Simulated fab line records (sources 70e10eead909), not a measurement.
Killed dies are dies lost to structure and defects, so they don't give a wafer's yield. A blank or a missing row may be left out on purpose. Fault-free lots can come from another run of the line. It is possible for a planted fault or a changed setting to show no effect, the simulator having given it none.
What tool caused it? | flow nand harc | 14 lots with 42 wafers sampled at 3 steps, on a route of 1159 steps

## WHAT THE GAUGES SHOWED, per wafer
NHARC_A_M1_CD_MEAS_09: the cd target is 120 nm. Usual: 119.6 nm for cd nm, sd 0.69.
lot  | measured     | on        | cd nm (nm)        | flag
L736 | day 17 20:55 | cd sem-02 | 119.3 119.4 120.6 |
L739 | day 18 01:22 | cd sem-01 | 119.9 120.5 119.8 |
L735 | day 18 03:55 | cd sem-01 | 119.9 119.8 120.0 |
L737 | day 18 09:14 | cd sem-01 | 71.1 70.8 70.4    | OFF
L744 | day 20 01:14 | cd sem-03 | 76.7 76.2 76.5    | OFF
L750 | day 21 02:52 | cd sem-01 | 118.9 118.8 119.6 |
L748 | day 21 06:23 | cd sem-02 | 121.1 119.5 120.4 |
L752 | day 22 03:43 | cd sem-02 | 119.3 119.8 119.3 |
L753 | day 22 08:34 | cd sem-02 | 119.8 118.7 118.3 |
L754 | day 22 08:56 | cd sem-02 | 120.1 120.6 119.7 |
L757 | day 22 22:34 | cd sem-01 | 120.4 119.6 119.6 |
L755 | day 23 04:23 | cd sem-02 | 120.1 119.4 120.4 |
L756 | day 23 08:07 | cd sem-01 | 119.2 119.0 119.5 |
L758 | day 24 02:07 | cd sem-02 | 119.6 119.6 119.8 |

## TOOL THAT RAN EACH LOT (tool first, then ch and the chambers of the sampled wafers, then the start)
lot  | NHARC_A_BLC_ETCH_17                           | NHARC_A_M1_PEB_07
L736 | rie diel-12 ch 2,3, day 17 20:50 or earlier   | litho track-06 ch 0, day 17 20:50
L739 | rie diel-02 ch 1,2,3, day 18 01:17 or earlier | litho track-04 ch 0, day 18 01:17
L735 | rie diel-04 ch 0,1,3, day 18 03:49 or earlier | litho track-04 ch 0, day 18 03:49
L737 | rie diel-04 ch 2,3, day 18 09:10 or earlier   | litho track-01 ch 0, day 18 09:10
L744 | rie diel-02 ch 1,2,3, day 20 01:09 or earlier | litho track-01 ch 0, day 20 01:09
L750 | rie diel-12 ch 0,1,3, day 21 02:47 or earlier | litho track-06 ch 0, day 21 02:47
L748 | rie diel-02 ch 0,1, day 21 06:17 or earlier   | litho track-06 ch 0, day 21 06:17
L752 | rie diel-02 ch 1,2,3, day 22 03:38 or earlier | litho track-04 ch 0, day 22 03:38
L753 | rie diel-04 ch 1,3, day 22 08:29 or earlier   | litho track-01 ch 0, day 22 08:29
L754 | rie diel-04 ch 1,2,3, day 22 08:52 or earlier | litho track-04 ch 0, day 22 08:52
L757 | rie diel-02 ch 0,1,3, day 22 22:29 or earlier | litho track-06 ch 0, day 22 22:29
L755 | rie diel-04 ch 0,1,2, day 23 04:19 or earlier | litho track-06 ch 0, day 23 04:19
L756 | rie diel-04 ch 0,1, day 23 08:02 or earlier   | litho track-01 ch 0, day 23 08:02
L758 | rie diel-02 ch 1,2,3, day 24 02:02 or earlier | litho track-06 ch 0, day 24 02:02
- NHARC_A_BLC_ETCH_17: etches the open film in N2/H2, target depth 390 nm, time 609.38 s.
- NHARC_A_M1_PEB_07: peb time 65 s.

## WHAT THE TOOLS THEMSELVES READ (means of the sampled wafers that have a number; where no wafer has one, the mark that the record gives instead)
NHARC_A_BLC_ETCH_17. Usual: drypump motor current A 5.9 A, standard deviation 0.45; oes product au 0.996 a.u., standard deviation 0.01; rf fwd power W 399.6 W, standard deviation 1.2; rf vpp V 431 V, standard deviation 3.2; showerhead plenum p Torr 2.04 Torr, standard deviation 0.11; throttle valve pct 14.172 %, standard deviation 0.009.
lot  | tool        | drypump motor current A (A) | oes product au (a.u.) | rf fwd power W (W) | rf vpp V (V) | showerhead plenum p Torr (Torr) | throttle valve pct (%) | flag
L736 | rie diel-12 | 6.4                         | 0.979                 | 399.4              | 433          | 2.12                            | 14.166                 |
L739 | rie diel-02 | 6.0                         | 0.987                 | 399.3              | 431          | 2.08                            | 14.174                 |
L735 | rie diel-04 | 5.6                         | 0.990                 | 399.5              | 428          | 1.96                            | 14.183                 |
L737 | rie diel-04 | 5.4                         | 0.996                 | 399.9              | 427          | 1.92                            | 14.160                 |
L744 | rie diel-02 | 6.0                         | 0.993                 | 398.9              | 432          | 2.08                            | 14.171                 |
L750 | rie diel-12 | 6.0                         | 1.006                 | 400.0              | 431          | 2.13                            | 14.168                 |
L748 | rie diel-02 | 5.9                         | 0.992                 | 400.4              | 434          | 2.18                            | 14.172                 |
L752 | rie diel-02 | 6.0                         | 0.997                 | 398.6              | 432          | 2.08                            | 14.166                 |
L753 | rie diel-04 | 5.2                         | 1.000                 | 399.8              | 430          | 2.01                            | 14.171                 |
L754 | rie diel-04 | 5.4                         | 0.998                 | 399.2              | 428          | 1.96                            | 14.172                 |
L757 | rie diel-02 | 6.0                         | 1.006                 | 399.5              | 433          | 2.14                            | 14.179                 |
L755 | rie diel-04 | 5.9                         | 1.004                 | 400.0              | 428          | 1.94                            | 14.174                 |
L756 | rie diel-04 | 6.1                         | 0.997                 | 398.7              | 427          | 1.94                            | 14.160                 |
L758 | rie diel-02 | 6.0                         | 0.998                 | 399.8              | 432          | 2.08                            | 14.172                 |

NHARC_A_M1_PEB_07. Usual: heater power total W 156.5 W, standard deviation 0.42; plate temp C 100.03 C, standard deviation 0.12.
lot  | tool           | heater power total W (W) | plate temp C (C) | flag
L736 | litho track-06 | 156.1                    | 99.91            |
L739 | litho track-04 | 156.5                    | 100.04           |
L735 | litho track-04 | 156.8                    | 100.26           |
L737 | litho track-01 | 134.7                    | 89.83            | OFF
L744 | litho track-01 | 134.5                    | 89.78            | OFF
L750 | litho track-06 | 156.1                    | 99.92            |
L748 | litho track-06 | 156.9                    | 100.00           |
L752 | litho track-04 | 156.5                    | 100.04           |
L753 | litho track-01 | 156.2                    | 99.91            |
L754 | litho track-04 | 156.5                    | 100.11           |
L757 | litho track-06 | 156.7                    | 100.07           |
L755 | litho track-06 | 156.5                    | 100.00           |
L756 | litho track-01 | 157.0                    | 100.01           |
L758 | litho track-06 | 156.7                    | 100.01           |

## THE ANSWER, worked out from the rows above alone
Rule: lot off if the mean of its wafers having a number is beyond 3 standard deviations from the usual mean. Also off: a lot with no number at a reading for which 4 or more lots have one. Any other lot the step has rows for is counted as sound. The gauges are gone through in route order, then the tools' own readings, and for those a lot's mean is taken as printed above. The first step at which some lot is off is used, and at that step the reading that is off furthest; a lot without a number counts as furthest.
Off: L737, L744 (NHARC_A_M1_CD_MEAS_09, cd nm).
If a tool, at a process step before that reading, ran all the lots that are off and no sound lot after the first of them, it fits. The gauges at NHARC_A_M1_CD_MEAS_09 aren't tried: what is off there is off at NHARC_A_M1_PEB_07 too, on other tools, and a gauge's error can't cause that. NHARC_A_BLC_ETCH_17 gives no start for some lots, so the hours and the order of its lots are those of NHARC_A_M1_PEB_07. Not one of the candidates tried fits.

## WHAT THE SIMULATOR HAD PUT IN
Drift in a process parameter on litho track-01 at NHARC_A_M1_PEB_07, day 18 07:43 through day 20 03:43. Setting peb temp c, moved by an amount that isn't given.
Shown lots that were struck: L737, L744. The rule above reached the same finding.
